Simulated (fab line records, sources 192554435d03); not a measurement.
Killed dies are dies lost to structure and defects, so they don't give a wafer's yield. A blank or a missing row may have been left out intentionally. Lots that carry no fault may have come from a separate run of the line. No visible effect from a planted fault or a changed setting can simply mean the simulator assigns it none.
Which tool was responsible? || flow n5_finfet || 36 wafers from 12 lots sampled at 2 of the route's 1938 steps

## WHAT THE GAUGES SHOWED, per wafer
N5_BEOL_M12_OVL_MEAS_11.
{"lot": "L075", "measured": "day 11 04:34", "on": "overlay-02", "V11_OVL (nm)": "-7 -1 -2"}
{"lot": "L077", "measured": "day 11 22:57", "on": "overlay-02", "V11_OVL (nm)": "3 -3 1"}
{"lot": "L080", "measured": "day 12 17:04", "on": "overlay-01", "V11_OVL (nm)": "-8 -3 -9"}
{"lot": "L081", "measured": "day 12 18:24", "on": "overlay-01", "V11_OVL (nm)": "-2 9 6"}
{"lot": "L082", "measured": "day 13 12:20", "on": "overlay-02", "V11_OVL (nm)": "-2 -5 -2"}
{"lot": "L084", "measured": "day 13 20:31", "on": "overlay-01", "V11_OVL (nm)": "-4 7 -4"}
{"lot": "L089", "measured": "day 15 01:37", "on": "overlay-01", "V11_OVL (nm)": "2 5 5"}
{"lot": "L087", "measured": "day 15 06:16", "on": "overlay-02", "V11_OVL (nm)": "6 -1 -6"}
{"lot": "L091", "measured": "day 15 20:25", "on": "overlay-01", "V11_OVL (nm)": "1 3 -8"}
{"lot": "L092", "measured": "day 16 08:18", "on": "overlay-02", "V11_OVL (nm)": "1 4 -4"}
{"lot": "L095", "measured": "day 17 05:16", "on": "overlay-02", "V11_OVL (nm)": "4 -7 3"}
{"lot": "L096", "measured": "day 17 11:42", "on": "overlay-02", "V11_OVL (nm)": "2 4 -4"}

## WHAT TOOL EACH LOT RAN ON (gives the tool, then ch and the chambers of the sampled wafers, and finally the start)
{"lot": "L075", "N5_BEOL_M11_SURFACE_TREAT_76": "pvd_sputter-02, day 11 02:31"}
{"lot": "L077", "N5_BEOL_M11_SURFACE_TREAT_76": "pvd_sputter-03, day 11 20:43"}
{"lot": "L080", "N5_BEOL_M11_SURFACE_TREAT_76": "pvd_sputter-02, day 12 15:10"}
{"lot": "L081", "N5_BEOL_M11_SURFACE_TREAT_76": "pvd_sputter-01, day 12 16:29"}
{"lot": "L082", "N5_BEOL_M11_SURFACE_TREAT_76": "pvd_sputter-01, day 13 10:26"}
{"lot": "L084", "N5_BEOL_M11_SURFACE_TREAT_76": "pvd_sputter-02, day 13 18:41"}
{"lot": "L089", "N5_BEOL_M11_SURFACE_TREAT_76": "pvd_sputter-02, day 14 22:07"}
{"lot": "L087", "N5_BEOL_M11_SURFACE_TREAT_76": "pvd_sputter-02, day 15 03:01"}
{"lot": "L091", "N5_BEOL_M11_SURFACE_TREAT_76": "pvd_sputter-01, day 15 15:33"}
{"lot": "L092", "N5_BEOL_M11_SURFACE_TREAT_76": "pvd_sputter-02, day 16 04:39"}
{"lot": "L095", "N5_BEOL_M11_SURFACE_TREAT_76": "pvd_sputter-01, day 17 03:34"}
{"lot": "L096", "N5_BEOL_M11_SURFACE_TREAT_76": "pvd_sputter-03, day 17 09:36"}
- N5_BEOL_M11_SURFACE_TREAT_76

## THE ANSWER, worked out from the rows above alone
Rule: what is usual is taken from the lots themselves. Put in order of their means at a reading, lots are off if they are a third of the lots or fewer, leave a main group of 4 or more, and stand apart from it by a gap of 3 or more times the standard deviation of the main group's means; of several such gaps the widest counts. A main group whose means are all the same, to the digits that the tables above print for the reading, isn't used. A lot without any number at a reading at which 4 lots or more have one is off too. All remaining lots with rows at the step are treated as sound.
Across all readings shown, no lot is off: no conclusion can be drawn from this.

## WHAT THE SIMULATOR HAD PUT IN
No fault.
